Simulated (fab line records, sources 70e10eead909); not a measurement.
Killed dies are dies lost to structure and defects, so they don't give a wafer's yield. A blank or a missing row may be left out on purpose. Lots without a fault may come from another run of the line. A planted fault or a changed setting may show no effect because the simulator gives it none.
A struck lot beside a sound one | flow nand_harc | 16 steps out of a route of 1302
Sound: wafers L176.1, L176.4, L176.6. Struck: wafers L182.3, L182.5, L182.6. The cause comes at the end.
At each step with rows: each side's tool, then ch and its chambers, then its first start. Under that, the readings that differ: sound wafers | struck wafers | difference of the means | sigmas: that difference in standard deviations of wafers without a fault.
alike: readings whose means differ by less than 2 such deviations, and words and numbers that are the same on both sides. not compared: withheld readings, readings that some wafer has no value for, bounds like >300 that may hide the same value, and numbers for which the record gives no deviation and whose values overlap.
The two part at a step that has a row with sigmas, a row that says differs or no value, or rows on one side only. Numbers that don't overlap but have no deviation are shown without sigmas and don't part them. A reading that every wafer of one side lacks parts them only if that side has two wafers or more.

NHARC_A_ONON_D2_THK_MEAS_11: measures by ellipsometry.
  sound on film_metro-01, day 18 06:29; struck on film_metro-01, day 21 00:50
  alike: thk_nm
then, 1 step without rows for these wafers: NHARC_A_ONON_D2_DEP_12 (target thk 1000 nm).
NHARC_A_ONON_D2_THK_MEAS_14: measures by ellipsometry.
  sound on film_metro-01, day 18 07:02; struck on film_metro-01, day 21 01:24
  reading     | sound       | struck         | difference | sigmas
  thk_nm (nm) | 988 987 988 | 1012 1013 1013 | +25        | +3
then, 2 steps without rows for these wafers: NHARC_A_ONON_D2_ANNEAL_15 (time 3600 s); NHARC_A_ONON_D2_DEP_16 (target thk 1000 nm).
NHARC_A_ONON_D2_THK_MEAS_18: measures by ellipsometry.
  sound on film_metro-01, day 18 14:37; struck on film_metro-02, day 21 09:08
  alike: thk_nm
then, 1 step without rows for these wafers: NHARC_A_ONON_D2_DEP_19 (target thk 1000 nm).
NHARC_A_ONON_D2_THK_MEAS_21: measures by ellipsometry.
  sound on film_metro-02, day 18 15:10; struck on film_metro-02, day 21 09:42
  reading     | sound          | struck      | difference | sigmas
  thk_nm (nm) | 1004 1006 1004 | 982 983 982 | -22        | -2
then, 1 step without rows for these wafers: NHARC_A_ONON_D2_DEP_22 (target thk 1000 nm).
NHARC_A_ONON_D2_THK_MEAS_24: measures by ellipsometry.
  sound on film_metro-01, day 18 15:44; struck on film_metro-01, day 21 10:16
  alike: thk_nm
then, 1 step without rows for these wafers: NHARC_A_ONON_D2_DEP_25 (target thk 1000 nm).
NHARC_A_ONON_D2_THK_MEAS_27: measures by ellipsometry.
  sound on film_metro-02, day 18 16:18; struck on film_metro-01, day 21 10:50
  alike: thk_nm
NHARC_A_ONON_D2_DEP_28: target thk 1000 nm.
  sound on pecvd_onon-03 ch 0, day 18 16:21; struck on pecvd_onon-02, day 21 11:00
  no value came back on the struck wafers for n2_flow_sccm (sccm), n2o_flow_sccm (sccm), sih4_flow_sccm (sccm); on the sound wafers n2_flow_sccm (sccm) reads 2737 2739 2738
NHARC_A_ONON_D2_DEP_33: deposits SiO2, target thk 200 nm.
  sound on pecvd-03 ch 0,1,2, day 18 16:56; struck on pecvd-02 ch 1,2, day 21 11:27
  reading                  | sound       | struck      | difference | sigmas
  heater_power_outer_w (W) | 494 281 290 | 150 159 126 | -210       | -2
  heater_power_w (W)       | 831 531 487 | 298 305 331 | -305       | -3
  alike: chamber_pressure_Torr, flow_sccm, rf_fwd_power_W, throttle_valve_pct
NHARC_A_ONON_D2_INSPECT_32:
  sound on defect_inspect-01, day 18 17:26; struck on defect_inspect-01, day 21 13:58
  reading          | sound         | struck                                                                     | difference                   | sigmas
  hold             | - - -         | await_dispo/1.9h/release await_dispo/1.9h/release await_dispo/1.9h/release | no value on the sound wafers |
  raw_defect_count | 1203 921 1005 | 252 320 222                                                                | -778                         | -3
-- the record jumps here: 12 days lie between the struck wafers' starts before and after (it left off in module A_ONON_D2 and takes up again in module END, whose first step shown is number 1302 of the route) --
NHARC_END_SORT_01:
  sound on prober-02 ch 0, day 30 02:07; struck on prober-01 ch 0, day 34 01:05
  reading         | sound      | struck                                                               | difference                   | sigmas
  hold            | - - -      | await_dispo/3.7h/scrap await_dispo/3.7h/scrap await_dispo/3.7h/scrap | no value on the sound wafers |
  killed_at_array | 79 98 107  | 672 670 670                                                          | +576                         | +27
  killed_dies     | 80 105 108 | 677 677 677                                                          | +579                         | +28
  alike: killed_at_other, killed_at_periphery, killed_open, killed_short

WHERE THEY PART
First at NHARC_A_ONON_D2_THK_MEAS_14; last, within this record, at NHARC_END_SORT_01.

WHY: what the simulator had put in
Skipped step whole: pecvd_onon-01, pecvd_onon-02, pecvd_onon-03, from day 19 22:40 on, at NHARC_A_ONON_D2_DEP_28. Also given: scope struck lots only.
